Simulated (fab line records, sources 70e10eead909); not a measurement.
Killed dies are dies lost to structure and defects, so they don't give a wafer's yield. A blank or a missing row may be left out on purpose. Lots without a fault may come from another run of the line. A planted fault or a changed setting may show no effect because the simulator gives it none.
One fault seen from 2 desks | flow nand_harc | each desk has only its own numbers; what lay behind them comes last

THE METROLOGY DESK
What the gauges read, lot by lot, whatever tool the lot ran on: means of the sampled wafers that have a number. A lot is out of limits, marked OUT, if its mean lies more than 4 standard deviations from the usual mean; the brackets give that distance.
Columns: A = thk_nm at NHARC_A_ONON_D1_THK_MEAS_34, usual 200.3 nm; B = cd_nm at NHARC_A_CHANNEL_HOLE_D1_CD_MEAS_10, usual 100.1 nm
lot  | first seen here | A     | B
L195 | day 8 10:05     | 199.6 | 99.8
L196 | day 8 10:10     | 198.4 | 100.6
L197 | day 9 01:31     | 202.7 | 100.4
L199 | day 9 20:46     | 199.1 | 100.5
L200 | day 9 20:52     | 201.6 | 99.9
L207 | day 11 03:15    | 201.5 | 99.7
L205 | day 11 03:35    | 197.5 | 100.5
L209 | day 12 00:15    | 202.9 | 100.2
L211 | day 12 09:39    | 199.5 | 100.7
L214 | day 13 00:00    | 199.2 | 100.1
L213 | day 13 00:10    | 200.7 | 99.5
L215 | day 13 08:31    | 200.4 | 99.9
L216 | day 13 19:11    | 198.8 | 99.3
This desk's finding: nothing out of limits on any of the 13 lots.

THE TOOL OWNER'S DESK: rie_diel-08
The tool's own readings at NHARC_A_CHANNEL_HOLE_D1_ETCH_39 (etches the open film in N2/H2, target depth 260 nm, time 325 s): means of the sampled wafers that have a number, for each lot that ran on this tool. A lot is out of limits, marked OUT, if its mean lies more than 4 standard deviations from the usual mean; the brackets give that distance.
Columns: A = drypump_motor_current_A at NHARC_A_CHANNEL_HOLE_D1_ETCH_39, usual 5.8 A; B = oes_product_au at NHARC_A_CHANNEL_HOLE_D1_ETCH_39, usual 1.000 a.u.; C = rf_vpp_V at NHARC_A_CHANNEL_HOLE_D1_ETCH_39, usual 429.9 V; D = run_length_s at NHARC_A_CHANNEL_HOLE_D1_ETCH_39, usual 346.3 s; E = showerhead_plenum_p_Torr at NHARC_A_CHANNEL_HOLE_D1_ETCH_39, usual 2.02 Torr; F = throttle_valve_pct at NHARC_A_CHANNEL_HOLE_D1_ETCH_39, usual 14.172 %
lot  | first seen here | A   | B     | C     | D               | E    | F
L196 | day 8 15:53     | 5.8 | 0.995 | 430.1 | 346.3           | 2.01 | 14.169
L197 | day 9 06:14     | 5.8 | 0.995 | 429.9 | 346.7           | 2.02 | 14.165
L207 | day 11 06:26    | 5.7 | 0.995 | 431.6 | 309.9 (-93) OUT | 2.08 | 14.171
L205 | day 11 08:13    | 6.5 | 1.000 | 430.4 | 310.2 (-93) OUT | 1.99 | 14.168
This desk's finding: out of limits on L205, L207; first on L207, day 11 06:26 (run_length_s at NHARC_A_CHANNEL_HOLE_D1_ETCH_39). In limits: L196, L197.

PUT TOGETHER
The tool owner's desk could have raised an alarm at day 11 06:26, on L205, L207.
The metrology desk saw nothing out of limits.
The metrology desk has L205, L207 on record, within its limits.
Of the lots named, all ran NHARC_A_CHANNEL_HOLE_D1_ETCH_39 on rie_diel-08.

WHAT THE SIMULATOR HAD PUT IN
Process parameter drift: rie_diel-08, from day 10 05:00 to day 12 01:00, at NHARC_A_CHANNEL_HOLE_D1_ETCH_39. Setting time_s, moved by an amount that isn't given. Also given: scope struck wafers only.
Lots struck among those shown: L205, L207.
Hours from the fault's start to each desk's first reading out of limits: the tool owner's desk, 25.
